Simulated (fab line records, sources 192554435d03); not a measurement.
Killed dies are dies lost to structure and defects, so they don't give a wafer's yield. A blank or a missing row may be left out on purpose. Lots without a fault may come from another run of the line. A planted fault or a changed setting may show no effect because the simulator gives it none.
fab line records | flow n5_finfet
record lots=5 wafers=14 last_day=16
route steps=1938 shown MOL_CONTACT_COAG@542 BEOL_M4@1111 PASSIVATION@1936
lots that met no fault: from a run of the same line without faults
start_h: hours from the record's first day to the start of the lot's first wafer shown | wait_h: hours since the lot's step before | " the same as in the row above | L1.1+2: a row that stands for several wafers | - no value, or no start given | * or withheld: withheld | < > ~ a bound
route shown NAME@n: a module of which the file shows steps, and the number in the route of the first | usual: mean/standard deviation of fault-free wafers | same: alike in all rows | chamber/n: place in a boat | sites: the reading at each site | _std_site: their standard deviation | _edge_site: outer sites' mean less inner sites' | radius_mm: how far each site lies from the wafer's centre | mask NAME#n: copy n | behind: the tool/chamber that last shaped the wafer | hold: why the lot was held/for how many hours/how that ended | device: the transistor (n, p or np) that didn't switch | end of line: the same wafers' tests at the end of the route | a step without rows: its recipe alone | killed: dies lost to structure and defects at the first sort, not the wafer's yield | map: a wafer's dies, x killed, . not, _ none there
set.NAME: the setting as run; set.NAME@STEP: as run at that earlier step | model.NAME: the simulator's own value behind a step, which no gauge read
lots at some steps of the route; a table a step, a row a wafer
services: from which hour (start_h, from the record's first day; less than 0 if before it) a tool's chamber was out of use, for how many hours, and why
## steps
# step N5_MOL_CONTACT_COAG_PRECLEAN_111
# recipe chemistry=NF3:NH3 afs_cycles=1 temp_c=30 time_s=20 sublimation_temp_c=180 sublimation_time_s=60 pressure_torr=3 rf_power_w=30
# step N5_MOL_CONTACT_COAG_TI_SIL_19
# recipe material=Ti target_thk_a=42 temp_c=200 chamber_pressure_pa=5 power_w=5000 time_s=15
# usual throttle_valve_pct=30.2/1.1
# same time_s=15
# columns lot.wafer tool chamber start_h wait_h throttle_valve_pct
L887.2 pvd_sputter-03 - 102.44 0.5 29.3
L887.3 " - " " 28.5
L887.5 " - " " 31.7
L898.3 pvd_sputter-03 - 169.92 0.2 28.3
L898.4 " - " " 30.3
L901.2 pvd_sputter-02 - 185.50 0.2 30.1
L901.5 " - " " 31.8
L901.6 " - " " 29.2
L902.3 pvd_sputter-01 - 190.82 0.3 29.4
L902.4 " - " " 31.4
L902.5 " - " " 29.5
L903.3 pvd_sputter-02 - 198.26 0.2 31.2
L903.5 " - " " 31.5
L903.6 " - " " 29.3
# step N5_MOL_CONTACT_COAG_ALD_20
# recipe material=TiN target_thk_a=15 temp_c=400 ald_precursor_family=TiCl4 ald_co_reactant=NH3 pulse_time_s=1 purge_time_s=3 co_reactant_purge_time_s=2 co_reactant_pulse_time_s=2 ald_cycles=68 pressure_torr=3
# usual heater_power_outer_w=511/48 heater_power_w=843/57 precursor_pulse_height_rel=1.000/0.019
# same pulse_time_s=1
# columns lot.wafer tool chamber start_h wait_h heater_power_outer_w heater_power_w precursor_pulse_height_rel
L887.2 ald_metal-04 2 102.56 0.1 468 762 1.021
L887.3 " 3 " " 485 819 0.996
L887.5 " 3 " " 478 837 0.993
L898.3 ald_metal-04 2 170.04 0.1 469 789 0.997
L898.4 " 3 " " 486 831 0.963
L901.2 ald_metal-02 0 185.62 0.1 525 839 1.027
L901.5 " 2 " " 506 801 0.986
L901.6 " 1 " " 473 891 0.994
L902.3 ald_metal-04 2 190.94 0.1 472 785 0.999
L902.4 " 3 " " 483 807 0.994
L902.5 " 2 " " 470 785 1.029
L903.3 ald_metal-02 1 198.39 0.1 490 871 1.006
L903.5 " 2 " " 499 834 0.994
L903.6 " 3 " " 422 756 0.981
# step N5_MOL_CONTACT_COAG_SIL_ANNEAL_21
# recipe temp_c=550 time_s=60 ambient=N2
# step N5_MOL_CONTACT_COAG_PRE_CLEAN_141
# recipe gas=H2/He time_s=60 temp_c=300
# usual heater_power_w=495/74
# same time_s=60
# columns lot.wafer tool chamber start_h wait_h heater_power_w
L887.2 pvd_sputter-01 - 103.63 0.4 499
L887.3 " - " " 487
L887.5 " - " " 500
L898.3 pvd_sputter-03 - 171.34 0.8 528
L898.4 " - " " 434
L901.2 pvd_sputter-02 - 186.40 0.2 422
L901.5 " - " " 511
L901.6 " - " " 630
L902.3 pvd_sputter-03 - 192.06 0.7 533
L902.4 " - " " 439
L902.5 " - " " 381
L903.3 pvd_sputter-01 - 202.83 3.9 471
L903.5 " - " " 579
L903.6 " - " " 469
# step N5_MOL_CONTACT_COAG_SPUTTER_143
# recipe material=Co target_thk_a=25 temp_c=25 chamber_pressure_pa=0.2
# step N5_MOL_CONTACT_COAG_CO_FILL_22
# recipe material=Co target_thk_a=200 temp_c=200 precursor=CCTBA/H2 pressure_torr=30
# step N5_MOL_CONTACT_COAG_ANNEAL_113
# recipe temp_c=400 time_s=300 ambient=H2/N2
# step N5_MOL_CONTACT_COAG_PRE_CLEAN_142
# recipe gas=H2/He time_s=60 temp_c=300
# step N5_MOL_CONTACT_COAG_SPUTTER_130
# recipe material=Co target_thk_a=475 temp_c=25 chamber_pressure_pa=0.5 power_w=3000
# usual throttle_valve_pct=30.2/1.1
# columns lot.wafer tool chamber start_h wait_h throttle_valve_pct
L887.2 pvd_sputter-03 - 105.76 0.0 30.0
L887.3 " - " " 28.6
L887.5 " - " " 29.2
L898.3 pvd_sputter-02 - 174.02 0.0 28.9
L898.4 " - " " 30.2
L901.2 pvd_sputter-03 - 188.50 0.0 30.1
L901.5 " - " " 31.9
L901.6 " - " " 30.4
L902.3 pvd_sputter-01 - 195.34 0.0 31.2
L902.4 " - " " 29.3
L902.5 " - " " 31.1
L903.3 pvd_sputter-02 - 205.58 0.0 31.6
L903.5 " - " " 30.2
L903.6 " - " " 29.9
# step N5_MOL_CONTACT_COAG_PRECLEAN_125
# recipe chemistry=DIW time_s=57.5 temp_c=23
# step N5_MOL_CONTACT_COAG_SRD_126
# recipe dry_time_s=32 dry=n2_spin spin_rpm=1500
# step N5_MOL_CONTACT_COAG_CMP_23
# recipe stop_on=SiO2 t_overpolish_s=1.5 post_cmp_clean=cu_alkaline down_force_psi=2 platen_rpm=50.289 pad_velocity_m_s=1.0006 target_thk_nm=0
# usual motor_current_A=8.1/0.78 overpolish_run_s=1.500/0.0095 retaining_ring_pressure_frac=1.000/0.0043 time_to_endpoint_s=9.6/2.1
# columns lot.wafer tool chamber start_h wait_h motor_current_A overpolish_run_s retaining_ring_pressure_frac time_to_endpoint_s model.SiNx_of_GATE_CUT_SAC_CAP_01.thk_nm
L887.3 cmp-02 2 106.17 0.3 7.2 1.502 0.998 6.9 18
L887.2 " 3 " " 7.3 1.499 1.005 7.3 18.2
L887.5 " 1 " " 8.9 1.507 0.996 10.1 18.2
L898.3 cmp-01 2 174.27 0.1 7.2 1.508 1.005 0.7 16.6
L898.4 " 0 " " 7.9 1.494 1.001 9.1 18.2
L901.2 cmp-02 2 188.68 0.0 7.5 1.506 0.997 11.6 18.4
L901.6 " 2 " " 7.4 1.506 0.991 9.1 18.2
L901.5 " 3 " " 7.5 1.510 0.998 9.8 18.2
L902.3 cmp-04 1 195.52 0.0 7.8 1.519 1.004 11.1 18.2
L902.4 " 0 " " 8.0 1.499 1.003 9.9 18.2
L902.5 " 1 " " 7.8 1.506 1.000 12.0 18.4
L903.3 cmp-04 0 205.83 0.1 7.8 1.499 0.994 10.5 18.2
L903.5 " 2 " " 7.4 1.497 0.994 9.3 18.2
L903.6 " 3 " " 9.2 1.504 1.006 8.3 18.4
# step N5_MOL_CONTACT_COAG_WET_ETCH_26
# recipe target=Co target_depth_nm=13
# step N5_MOL_CONTACT_COAG_WET_ETCH_116
# recipe chemistry=SC1-inhibited target_depth_nm=4.6 dry=ipa_marangoni rinse_time_s=30 rinse_temp_c=23
# step N5_MOL_CONTACT_COAG_ALD_27
# recipe material=SiOC target_thk_a=170 temp_c=400 ald_precursor_family=carbosiloxane ald_co_reactant=H2-plasma pulse_time_s=1.5 time_s=2720 purge_time_s=2 co_reactant_purge_time_s=2 ald_cycles=340 pressure_torr=2
# step N5_MOL_CONTACT_COAG_CMP_28
# recipe stop_on=SiNx t_overpolish_s=0.85 post_cmp_clean=alkaline_brush down_force_psi=4.15 platen_rpm=51.8 pad_velocity_m_s=1.0307 target_thk_nm=14.522
# usual motor_current_A=12.5/1.2 retaining_ring_pressure_frac=0.999/0.0052
# columns lot.wafer tool chamber start_h wait_h motor_current_A retaining_ring_pressure_frac model.SiNx_of_GATE_CUT_SAC_CAP_01.thk_nm
L887.3 cmp-02 0 110.13 0.9 13.0 0.999 17.8
L887.2 " 1 " " 12.8 0.999 17.8
L887.5 " 2 " " 11.4 1.003 17.8
L898.4 cmp-02 0 177.10 0.1 12.5 1.000 18
L898.3 " 1 " " 12.8 1.003 16.4
L901.2 cmp-01 1 191.07 0.8 11.5 1.006 18
L901.6 " 1 " " 11.5 1.007 17.8
L901.5 " 2 " " 11.3 1.006 17.8
L902.3 cmp-01 3 197.99 0.9 14.2 0.999 18
L902.4 " 0 " " 12.5 1.005 17.8
L902.5 " 2 " " 11.6 1.004 18
L903.3 cmp-01 1 208.31 0.9 11.5 1.001 18
L903.6 " 3 " " 15.3 1.000 18
L903.5 " 0 " " 12.0 1.004 17.8
# step N5_MOL_CONTACT_COAG_THK_MEAS_29
# recipe reads=SiNx_of_GATE_CUT_PECVD_57+SiNx_of_GATE_CUT_SAC_CAP_01
# usual MD_CAP_THK=17.87/0.087
# columns lot.wafer tool chamber start_h wait_h MD_CAP_THK[nm]
L887.2 film_metro-01 - 110.35 - 17.72
L887.3 " - " " 17.75
L887.5 " - " " 17.83
L898.3 film_metro-01 - 177.35 - 16.35
L898.4 " - " " 17.88
L901.2 film_metro-01 - 191.36 - 17.99
L901.5 " - " " 17.86
L901.6 " - " " 17.87
L902.3 film_metro-02 - 198.21 - 17.89
L902.4 " - " " 17.86
L902.5 " - " " 17.95
L903.3 film_metro-02 - 208.53 - 17.93
L903.5 " - " " 17.81
L903.6 " - " " 17.97
# step N5_MOL_CONTACT_COAG_ALD_123
# recipe material=SiNx target_thk_a=50 temp_c=400 ald_precursor_family=SiH2I2 ald_co_reactant=N2/H2-plasma pulse_time_s=1 purge_time_s=2 co_reactant_purge_time_s=2 ald_cycles=100 pressure_torr=2
# usual heater_power_outer_w=487/49 heater_power_w=806/68 precursor_pulse_height_rel=1.000/0.018
# same pulse_time_s=1
# columns lot.wafer tool chamber start_h wait_h heater_power_outer_w heater_power_w precursor_pulse_height_rel
L887.2 ald_sin-02 0 110.39 0.0 578 941 1.019
L887.3 " 1 " " 551 822 0.983
L887.5 " 1 " " 541 828 0.983
L898.3 ald_sin-04 3 179.45 2.1 507 823 1.021
L898.4 " 1 " " 480 819 1.005
L901.2 ald_sin-04 2 192.00 0.6 381 656 1.023
L901.5 " 2 " " 389 645 0.996
L901.6 " 1 " " 504 829 1.008
L902.3 ald_sin-02 2 198.24 0.0 495 836 0.996
L902.4 " 0 " " 543 897 0.981
L902.5 " 3 " " 433 716 0.984
L903.3 ald_sin-01 1 208.57 0.0 445 787 1.013
L903.5 " 3 " " 574 877 0.945
L903.6 " 0 " " 500 813 1.026
# step N5_MOL_CONTACT_COAG_PECVD_31
# recipe material=SiO2 target_thk_a=460 temp_c=400 precursor=TEOS/O2 pressure_torr=6.5 rf_w=withheld teos_flow_sccm=withheld gas=O2 flow_sccm=2650 time_s=8.9
# step N5_MOL_CONTACT_COAG_COAT_75
# recipe resist=SOC temp_c=250 time_s=60 spin_rpm=1500 resist_thk_nm=60
# step N5_MOL_CONTACT_COAG_COAT_76
# recipe resist=SiARC temp_c=220 time_s=60 spin_rpm=1500 resist_thk_nm=10
# step N5_MOL_CONTACT_COAG_COAT_77
# recipe resist=underlayer temp_c=205 time_s=60 spin_rpm=1500 resist_thk_nm=10
# step N5_MOL_CONTACT_COAG_COAT_78
# recipe resist=CAR-EUV spin_rpm=1500 resist_thk_nm=40
# step N5_MOL_CONTACT_COAG_EBR_80
# recipe solvent=PGMEA ebr_width_mm=1.5
# step N5_MOL_CONTACT_COAG_SOFTBAKE_79
# recipe temp_c=110 time_s=60 resist=CAR-EUV
# step N5_MOL_CONTACT_COAG_EXPOSE_81
# recipe mask_id=VG na=0.33 source_shape=annular sigma_inner=0.3 sigma_outer=0.7 polarization=unpolarized defocus_nm=0 dose_mj=59.5
# step N5_MOL_CONTACT_COAG_PEB_82
# recipe peb_temp_c=100 peb_time_s=60 resist=CAR-EUV
# step N5_MOL_CONTACT_COAG_DEVELOP_83
# recipe develop_time_s=30 developer=TMAH resist=CAR-EUV rinse_liquid=surfactant_rinse dry=air_spin dev_temp_c=23
# step N5_MOL_CONTACT_COAG_CD_MEAS_84
# recipe target_cd_nm=25.1 landing_energy_ev=500 detector=se_inlens polarity=opening
# usual cd_nm=25.07/0.25
# columns lot.wafer tool chamber start_h wait_h cd_nm
L887.2 cd_sem-02 0 111.23 - 24.88
L887.3 " 0 " " 24.78
L887.5 " 0 " " 24.85
L898.3 cd_sem-03 0 180.30 - 24.88
L898.4 " 0 " " 24.73
L901.2 cd_sem-03 0 192.97 - 24.85
L901.5 " 0 " " 25.19
L901.6 " 0 " " 25.09
L902.3 cd_sem-03 0 199.21 - 24.84
L902.4 " 0 " " 24.89
L902.5 " 0 " " 24.82
L903.3 cd_sem-03 0 209.55 - 24.82
L903.5 " 0 " " 25.13
L903.6 " 0 " " 25.16
# step N5_MOL_CONTACT_COAG_OVL_MEAS_85
# recipe points_per_wafer=522
# usual VG_OVL=0.3/0.72
# columns lot.wafer tool chamber start_h wait_h VG_OVL[nm]
L887.2 overlay-01 0 111.26 0.0 1.1
L887.3 " 0 " " 0.9
L887.5 " 0 " " 0.6
L898.3 overlay-01 0 180.34 0.0 -0.4
L898.4 " 0 " " 0.1
L901.2 overlay-01 0 193.00 0.0 0.1
L901.5 " 0 " " -0.1
L901.6 " 0 " " -1.6
L902.3 overlay-01 0 199.25 0.0 -0.1
L902.4 " 0 " " 0.7
L902.5 " 0 " " 0.6
L903.3 overlay-02 0 209.63 0.1 -0.7
L903.5 " 0 " " -0.6
L903.6 " 0 " " -0.7
# step N5_MOL_CONTACT_COAG_INSPECT_57
# recipe mode=adi inspect_instrument=brightfield
# usual raw_defect_count=183/53
# columns lot.wafer tool chamber start_h wait_h raw_defect_count
L887.2 defect_inspect-02 - 111.32 0.0 164
L887.3 " - " " 147
L887.5 " - " " 137
L898.3 defect_inspect-02 - 180.38 0.0 232
L898.4 " - " " 244
L901.2 defect_inspect-02 - 193.05 0.0 136
L901.5 " - " " 110
L901.6 " - " " 73
L902.3 defect_inspect-01 - 199.30 0.0 210
L902.4 " - " " 202
L902.5 " - " " 206
L903.3 defect_inspect-02 - 209.67 0.0 121
L903.5 " - " " 111
L903.6 " - " " 108
# step N5_MOL_CONTACT_COAG_DESCUM_88
# recipe chemistry=O2 time_s=7 source_power_w=50 bias_power_w=20 pressure_mtorr=20 rf_frequency_hz=2.712e+07 temp_c=40 resist=CAR-EUV o2_flow_sccm=225
# step N5_MOL_CONTACT_COAG_ETCH_89
# recipe chemistry=N2/H2 target=underlayer target_depth_a=130 mask_material=CAR-EUV time_s=10.4 ion_energy_ev=200 pressure_mtorr=30 source_w=840 bias_w=150 n2_flow_sccm=200 h2_flow_sccm=200 ends=cleared
# step N5_MOL_CONTACT_COAG_ETCH_90
# recipe chemistry=CF4 target=SiARC target_depth_a=130 mask_material=CAR-EUV time_s=21.7 ion_energy_ev=80 pressure_mtorr=40 source_w=545 bias_w=36 Ar_flow_sccm=100 cf4_flow_sccm=100 ends=cleared
# step N5_MOL_CONTACT_COAG_ALD_131
# recipe material=SiO2 target_thk_a=50 temp_c=100 ald_precursor_family=BDEAS ald_co_reactant=O2-plasma pulse_time_s=1 co_reactant_pulse_time_s=1 purge_time_s=2 co_reactant_purge_time_s=2 ald_cycles=35 pressure_torr=2
# step N5_MOL_CONTACT_COAG_ETCHBACK_132
# recipe chemistry=CHF3 target=SiO2 target_depth_a=100 time_s=6.7 ion_energy_ev=200 pressure_mtorr=30 source_w=610 bias_w=170 Ar_flow_sccm=200 CHF3_flow_sccm=50
# step N5_MOL_CONTACT_COAG_ETCH_91
# recipe chemistry=N2/H2 target=SOC target_depth_a=600 overetch_a=210 mask_material=SiARC temp_c=40 time_s=101.2 ion_energy_ev=200 pressure_mtorr=30 source_w=840 bias_w=150 n2_flow_sccm=200 h2_flow_sccm=200
# step N5_MOL_CONTACT_COAG_STRIP_92
# recipe chemistry=N2/H2 temp_c=40 n2_flow_sccm=200 h2_flow_sccm=200 rf_frequency_hz=6e+07
# step N5_MOL_CONTACT_COAG_STRIP_93
# recipe chemistry=N2/H2 temp_c=40 n2_flow_sccm=200 h2_flow_sccm=200 rf_frequency_hz=6e+07
# step N5_MOL_CONTACT_COAG_ETCH_47
# recipe chemistry=CH3F/O2 target=SiNx target_depth_a=270 mask_material=SiO2 stop_on=W over_etch_frac=0.2 ion_energy_ev=120 endpoint=OES-CN pressure_mtorr=30 source_w=395 bias_w=73 Ar_flow_sccm=150 CH3F_flow_sccm=30 O2_flow_sccm=20 ends=end_point
# usual drypump_motor_current_A=5.6/0.41 etch_rf_on_time_s=30.9/0.58 oes_product_au=0.70/0.075 rf_vpp_V=299/5.7 showerhead_plenum_p_Torr=1.98/0.06 throttle_valve_pct=16.32/0.15
# columns lot.wafer tool chamber start_h wait_h drypump_motor_current_A etch_rf_on_time_s oes_product_au rf_hours_counter_h rf_vpp_V showerhead_plenum_p_Torr throttle_valve_pct model.etch.t_clear_s model.etch.depth_nm model.MOL_CONTACT_COAG.feature_depth_nm
L887.2 rie_diel-03 3 112.02 0.0 5.6 30.3 0.85 13 298 1.96 16.17 25.25 17.77 18.4
L887.3 " 2 " " 6.2 30.6 0.68 142 297 1.92 16.34 25.45 17.73 18.4
L887.5 " 2 " " 6.2 30.4 0.69 - 298 1.92 16.33 25.34 17.79 18.4
L898.3 rie_diel-03 1 182.31 0.0 5.3 27.4 0.87 9 308 2.04 16.25 22.88 16.38 17
L898.4 " 3 " " 5.6 30.8 0.79 43 301 1.95 16.24 25.64 17.94 18.6
L901.2 rie_diel-05 2 193.97 0.0 5.7 31.2 0.66 190 306 2.09 16.14 26 18 18.6
L901.5 " 2 " " 5.6 31.1 0.66 - 309 2.09 16.13 25.91 17.87 18.4
L901.6 " 1 " " 5.2 31.6 0.64 - 297 1.99 16.43 26.33 17.85 18.4
L902.3 rie_diel-05 0 199.91 0.0 5.7 31.3 0.64 199 286 1.98 16.45 26.08 17.92 18.6
L902.4 " 3 " " 5.2 30.2 0.81 23 302 1.96 16.37 25.16 17.9 18.6
L902.5 " 1 " " 5.2 31.9 0.64 - 296 1.98 16.41 26.59 17.97 18.6
L903.3 rie_diel-05 2 210.36 0.0 5.7 30.5 0.66 196 306 2.08 16.15 25.44 17.91 18.4
L903.5 " 1 " " 5.2 31.1 0.65 - 297 1.98 16.43 25.92 17.83 18.4
L903.6 " 2 " " 5.7 30.8 0.66 - 307 2.08 16.14 25.67 17.97 18.6
# step N5_BEOL_M4_RC_MEAS_101
# usual DIBL_N=35.8/1.8 DIBL_P=35.6/2 IOFF_N=0.148/0.028 IOFF_P=0.20/0.034 ION_N=672/12 ION_P=462/8.5 SS_N=71.2/0.65 SS_P=73.1/0.67 VT_N=251/3.3 VT_P=-251/3.8
# columns lot.wafer tool chamber start_h wait_h DIBL_N[mV/V] DIBL_P[mV/V] IOFF_N[nA/um] IOFF_P[nA/um] ION_N[uA/um] ION_P[uA/um] SS_N[mV/dec] SS_P[mV/dec] VT_N[mV] VT_P[mV]
L887.2 prober-01 0 168.42 0.2 32.4 32.2 0.107 0.17 660 460 71.4 71.9 257 -252
L887.3 " 0 " " 36.7 36.5 0.182 0.23 689 468 71.9 73.5 249 -249
L887.5 " 0 " " 34.7 34.9 0.139 0.19 677 465 71.4 72.2 255 -251
L898.3 prober-02 0 247.44 0.3 35.9 34.3 0.142 0.22 660 462 72.0 72.5 252 -248
L898.4 " 0 " " 39.8 38.4 0.235 0.31 694 472 73.0 74.0 245 -246
L901.2 prober-01 0 262.67 0.2 38.2 38.2 0.196 0.23 683 467 71.8 73.7 247 -250
L901.5 " 0 " " 35.0 34.7 0.128 0.17 668 462 71.6 73.6 254 -257
L901.6 " 0 " " 34.9 34.4 0.134 0.18 679 459 70.9 72.8 254 -252
L902.3 prober-02 0 264.51 0.3 33.9 33.7 0.088 0.12 642 441 71.0 72.9 262 -259
L902.4 " 0 " " 39.0 40.2 0.174 0.21 670 449 72.3 73.7 253 -252
L902.5 " 0 " " 37.0 36.8 0.135 0.15 655 441 71.7 73.3 256 -257
L903.3 prober-01 0 267.62 0.3 37.0 37.7 0.157 0.21 676 463 71.7 73.4 250 -252
L903.5 " 0 " " 37.7 38.0 0.160 0.20 668 460 71.7 74.1 251 -251
L903.6 " 0 " " 36.9 36.7 0.158 0.19 673 455 72.4 73.3 250 -253
# step N5_PASSIVATION_PROBE_49
# usual defect_limited_yield=91.3/1.5 killed_at_M0_to_M3=34/11 killed_at_M4_up=14/6.1 killed_at_contacts=12/5.9 killed_at_front_end=39/11 killed_at_other=4/3.3 killed_dies=102/18 killed_open=67/13 killed_short=33/7.9 sort_bin_5_function=5.1/1 sort_bin_6_memory=3.3/0.7 sort_bin_8_speed=0.1/0.69 sort_n_pass=1077/19 sort_yield_pct=91.3/1.6
# same gross_dies=1180 killed_at_back_side=0 sort_bin_4_leakage[%]=0
# columns lot.wafer tool chamber start_h wait_h defect_limited_yield[%] killed_at_M0_to_M3 killed_at_M4_up killed_at_contacts killed_at_front_end killed_at_other killed_dies killed_open killed_short sort_bin_5_function[%] sort_bin_6_memory[%] sort_bin_8_speed[%] sort_n_pass sort_yield_pct[%]
L901.6 prober-02 - 376.54 0.3 89.0 40 30 10 44 6 130 95 32 5.6 5.0 0 1050 89.0
# killed by level:class
L901.6 BEOL_M4:geometric_particle:open=16 STI_FIN_REVEAL:geometric_particle:open=14 BEOL_M2:geometric_particle:open=14 MOL_CONTACT_COAG:geometric_particle:open=10 FIN_SAQP:geometric_particle:short=6 BEOL_M0_SAQP:geometric_particle:short=6 ILD0:geometric_particle:open=6 BEOL_M3:geometric_particle:open=6
## services
# columns tool chamber start_h hours kind
ald_metal-02 0 83.91 9.8 repair
cmp-01 - 90.69 0.4 repair
ald_metal-02 1 93.60 30.1 repair
ald_metal-02 3 97.60 3.6 repair
ald_metal-02 - 97.67 1.4 repair
cmp-04 - 103.78 12.7 repair
ald_metal-02 - 107.38 0.4 repair
cmp-02 - 116.60 4.0 pm
cmp-02 - 120.60 - consumable_replace:conditioner
cmp-02 - 120.60 - consumable_replace:pad
cmp-02 - 136.64 2.2 repair
cmp-04 - 146.70 6.9 pm
ald_sin-02 0 151.45 4.1 repair
cmp-01 - 153.65 4.2 pm
cmp-01 - 157.95 2.1 repair
rie_diel-05 2 169.34 16.3 repair
rie_diel-05 0 170.33 5.8 repair
ald_sin-02 1 171.39 20.0 repair
ald_sin-01 1 173.81 11.8 repair
ald_sin-02 - 177.03 14.0 pm
cmp-01 - 189.59 0.3 repair
cmp-01 - 193.67 4.0 pm
cmp-04 - 206.70 4.0 pm
cmp-02 - 208.01 1.8 repair
## key
first_sign step=N5_MOL_CONTACT_COAG_THK_MEAS_29 reading=MD_CAP_THK direction=down sigmas=17 usual=17.87 struck=16.35
effect step=N5_MOL_CONTACT_COAG_ETCH_47 reading=etch_rf_on_time_s direction=down sigmas=6 usual=* struck=*
model_effect step=N5_MOL_CONTACT_COAG_CMP_23 value=SiNx_of_GATE_CUT_SAC_CAP_01.thk_nm without=18.4 struck=16.6
model_effect step=N5_MOL_CONTACT_COAG_CMP_28 value=SiNx_of_GATE_CUT_SAC_CAP_01.thk_nm without=18 struck=16.4
model_effect step=N5_MOL_CONTACT_COAG_ETCH_47 value=etch.t_clear_s without=25.16 struck=22.88
met_at N5_MOL_CONTACT_COAG_CMP_23
struck_wafers L898.3
fault kind=process_parameter_drift tool=cmp-01 chamber=- onset_h=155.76 steps=N5_MOL_CONTACT_COAG_CMP_23 channel=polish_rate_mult offset=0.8 shape=step end_h=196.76 scope=struck_wafers_only
